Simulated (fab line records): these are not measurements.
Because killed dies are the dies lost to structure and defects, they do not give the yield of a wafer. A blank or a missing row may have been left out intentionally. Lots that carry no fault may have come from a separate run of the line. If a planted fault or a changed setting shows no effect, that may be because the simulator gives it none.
Lot-split experiment | flow n5-finfet | 7 lots, 21 wafers read, on a route of 1938 steps

== ABOUT THE SPLIT ==
At N5_BEOL_M11_ILD_DEP_00 (deposits SiCOH lowk from DEMS/porogen, target thk 308.51 nm, time 58 s), the setting time-s was moved away from the recipe's 58 s on 7 of the 21 wafers read, by -11.7% to +10.9%. This setting was run at the recipe's value on the other wafers.

== FROM THE SPLIT TO THE READING: what the file shows between them, 1 step ==
- N5_BEOL_M11_CURE_71: cures SiCOH lowk, time 240 s

== THE READING ==
At N5_BEOL_M11_THK_MEAS_01: M11_ILD_THK, given in nm. Fault-free wafers of this fab line usually give 268 nm, standard deviation 3.3 nm.

wafer  | tool, chamber at the split | time-s as run, s | against the recipe | M11_ILD_THK, nm | against lot-mates on the recipe
L075.3 | pecvd-01, 2                | 55.49            | -4.3%              | 257             | -11
L075.4 | pecvd-01, 2                | 58               | recipe             | 268             | -
L075.5 | pecvd-01, 1                | 55.49            | -4.3%              | 261             | -7
L077.2 | pecvd-01, 0                | 58               | recipe             | 266             | -
L077.3 | pecvd-01, 1                | 58               | recipe             | 268             | -
L077.4 | pecvd-01, 0                | 51.23            | -11.7%             | 234             | -33
L081.2 | pecvd-03, 0                | 64.35            | +10.9%             | 298             | +25
L081.5 | pecvd-03, 2                | 58               | recipe             | 273             | -
L081.6 | pecvd-03, 0                | 64.35            | +10.9%             | 301             | +28
L080.1 | pecvd-02, 1                | 58               | recipe             | 269             | -
L080.3 | pecvd-02, 2                | 58               | recipe             | 269             | -
L080.5 | pecvd-02, 1                | 58               | recipe             | 272             | -
L085.2 | pecvd-03, 1                | 58               | recipe             | 265             | -
L085.4 | pecvd-03, 0                | 51.71            | -10.8%             | 241             | -28
L085.6 | pecvd-03, 0                | 58               | recipe             | 274             | -
L088.1 | pecvd-01, 2                | 58               | recipe             | 268             | -
L088.5 | pecvd-01, 2                | 60.94            | +5.1%              | 285             | +16
L088.6 | pecvd-01, 1                | 58               | recipe             | 269             | -
L095.1 | pecvd-02, 1                | 58               | recipe             | 271             | -
L095.3 | pecvd-02, 0                | 58               | recipe             | 269             | -
L095.6 | pecvd-02, 0                | 58               | recipe             | 274             | -

THE FIT
A straight line over all 21 wafers: M11_ILD_THK changes by +2.79 nm for each +1% of time-s; r = +0.99; the points scatter about the line by 2.6 nm.
The same after taking each lot's own level away (the mean of its wafers on the recipe; 21 wafers): +2.58 nm for each +1%; r = +0.99; scatter 2.4 nm.
On that fit, the largest move of time-s shifts the reading by 30 nm.
The span of the lots' own levels, 267.0 to 273.0 nm, comes to 1.8 times the standard deviation stated above.
The two slopes agree, so the slope changes little with the lot-to-lot level.
Check: for one of the wafers moved furthest among these (-11.7%), held out of the fit, the line's prediction against its lot-mates is -28.9 nm. Against them it came out at -33 nm.

== OTHER SPLITS APPLIED TO THESE WAFERS ==
Note: prior to the reading, these wafers also went through further splits. Each is held against what the fit with the lots' levels taken away leaves over:
other split on the same wafers | wafers away from the commonest value | r with M11_ILD_THK (lot level and that fit taken away)
N5_BEOL_M8_ETCH_65 source-w    | 6                                    | +0.05
N5_BEOL_M9_PECVD_70 time-s     | 6                                    | +0.43
N5_BEOL_M9_COAT_59 spin-rpm    | 8                                    | -0.20
N5_BEOL_M10_ILD_DEP_00 time-s  | 9                                    | -0.03

== THE WHOLE CHAIN: every reading that the file lists as answering this split, in the file's order ==
step                    | what it does                                                           | reading                                                                                   | change (the file's fit)              | r (the file's)
N5_BEOL_M11_ILD_DEP_00  | deposits SiCOH lowk from DEMS/porogen, target thk 308.51 nm, time 58 s | SiCOH_lowk_of_BEOL_M11_ILD_DEP_00.thk-nm (the simulator's own value, which no gauge read) | +2.99 nm for each +1% of the setting | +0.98
N5_BEOL_M11_CURE_71     | cures SiCOH lowk, time 240 s                                           | SiCOH_lowk_of_BEOL_M11_ILD_DEP_00.thk-nm (the simulator's own value, which no gauge read) | +2.64 nm for each +1% of the setting | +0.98
N5_BEOL_M11_THK_MEAS_01 |                                                                        | M11_ILD_THK                                                                               | +2.65 for each +1% of the setting    | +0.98

== FILE'S OWN FIT ==
M11_ILD_THK changes by +2.65 nm for each +1% of time-s, r = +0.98.
